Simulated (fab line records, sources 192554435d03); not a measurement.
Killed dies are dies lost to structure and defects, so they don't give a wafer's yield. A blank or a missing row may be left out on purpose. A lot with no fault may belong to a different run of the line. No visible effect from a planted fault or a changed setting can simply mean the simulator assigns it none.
Which tool did it? ; flow n5Finfet ; Sampling: 13 lots, 36 wafers, 3 of 1938 route steps

## WHAT THE GAUGES SHOWED, per wafer
N5_BEOL_M6_OCD_MEAS_38.
lot;measured;on;trenchDepthNm (nm)
L658;day 10 04:05;ocd-01;92.2 92.7
L659;day 10 14:38;ocd-02;94.4 92.3 94.7
L662;day 11 10:43;ocd-02;94.3 92.6 91.0
L661;day 11 15:29;ocd-02;91.2 93.1 92.9
L665;day 12 14:52;ocd-02;94.1 96.5
L666;day 12 18:08;ocd-01;92.3 93.2 93.3
L668;day 13 04:14;ocd-01;94.0 96.7
L669;day 13 04:35;ocd-01;93.2 95.1 95.2
L671;day 14 09:51;ocd-01;93.7 92.8 92.6
L674;day 14 18:15;ocd-02;92.6 94.7 92.7
L676;day 14 19:58;ocd-01;93.8 92.3 93.3
L677;day 15 17:38;ocd-01;92.1 92.1 92.2
L679;day 15 21:29;ocd-01;93.4 91.7 94.2

N5_BEOL_M6_CD_MEAS_35: target cd 40 nm, target cd y 28 nm.
lot;measured;on;cdNm (nm)
L658;day 10 04:15;cdSem-01;38.5 39.0
L659;day 10 14:47;cdSem-02;41.2 41.6 41.4
L662;day 11 10:52;cdSem-03;39.3 40.3 39.5
L661;day 11 15:38;cdSem-03;38.8 39.8 39.2
L665;day 12 15:01;cdSem-01;40.3 39.6
L666;day 12 18:17;cdSem-01;40.2 40.8 39.6
L668;day 13 04:23;cdSem-03;38.8 39.5
L669;day 13 04:44;cdSem-01;40.6 40.2 41.0
L671;day 14 10:01;cdSem-02;40.4 40.4 40.6
L674;day 14 18:25;cdSem-02;40.0 40.1 40.1
L676;day 14 20:07;cdSem-02;40.4 39.2 39.4
L677;day 15 17:47;cdSem-02;39.6 39.1 39.8
L679;day 15 21:38;cdSem-03;40.9 40.1 40.3

N5_BEOL_M6_THK_MEAS_53: measures by xrf.
lot;measured;on;M6_THK (nm)
L658;day 10 06:38;filmMetro-02;76.8 77.3
L659;day 10 16:43;filmMetro-02;79.2 78.6 81.0
L662;day 11 13:25;filmMetro-01;79.5 77.1 76.8
L661;day 11 18:16;filmMetro-02;79.2 78.6 79.2
L665;day 12 18:13;filmMetro-01;78.9 82.2
L666;day 12 21:05;filmMetro-01;78.4 79.9 80.1
L668;day 13 06:40;filmMetro-01;79.3 83.2
L669;day 13 08:20;filmMetro-01;77.0 79.1 79.9
L671;day 14 12:43;filmMetro-01;79.2 76.5 77.8
L674;day 14 21:31;filmMetro-02;78.3 81.3 80.4
L676;day 14 22:22;filmMetro-01;77.9 75.6 77.5
L677;day 15 20:58;filmMetro-02;77.5 76.7 77.4
L679;day 16 01:24;filmMetro-01;79.6 77.6 80.5

## WHICH TOOL RAN EACH LOT (tool, then ch and the chambers of the sampled wafers, then the start)
Before these readings, the record contains no process step.

## AS READ BY THE TOOLS THEMSELVES (means over the sampled wafers that have a number; for cases with no such wafer, the mark the record gives instead)
The record holds no such reading with a usual standard deviation.

## THE ANSWER, worked out from the rows above alone
Rule: the usual values come from the lots themselves. Put in order of their means at a reading, lots are off if they are a third of the lots or fewer, leave a main group of 4 or more, and stand apart from it by a gap of 3 or more times the standard deviation of the main group's means; of several such gaps the widest counts. The tables above print the reading to a certain number of digits; a main group whose means all agree to those digits is not used. A lot without any number at a reading at which 4 lots or more have one is off too. Where the step has rows for the other lots, those lots are counted as sound. The gauges are gone through in route order, then the tools' own readings, and for those a lot's mean is taken as printed above. The first step at which some lot is off is used, and at that step the reading that is off furthest; a lot without a number counts as furthest.
No lot is off at any reading shown: from this, nothing can be told.

## WHAT WAS PUT IN BY THE SIMULATOR
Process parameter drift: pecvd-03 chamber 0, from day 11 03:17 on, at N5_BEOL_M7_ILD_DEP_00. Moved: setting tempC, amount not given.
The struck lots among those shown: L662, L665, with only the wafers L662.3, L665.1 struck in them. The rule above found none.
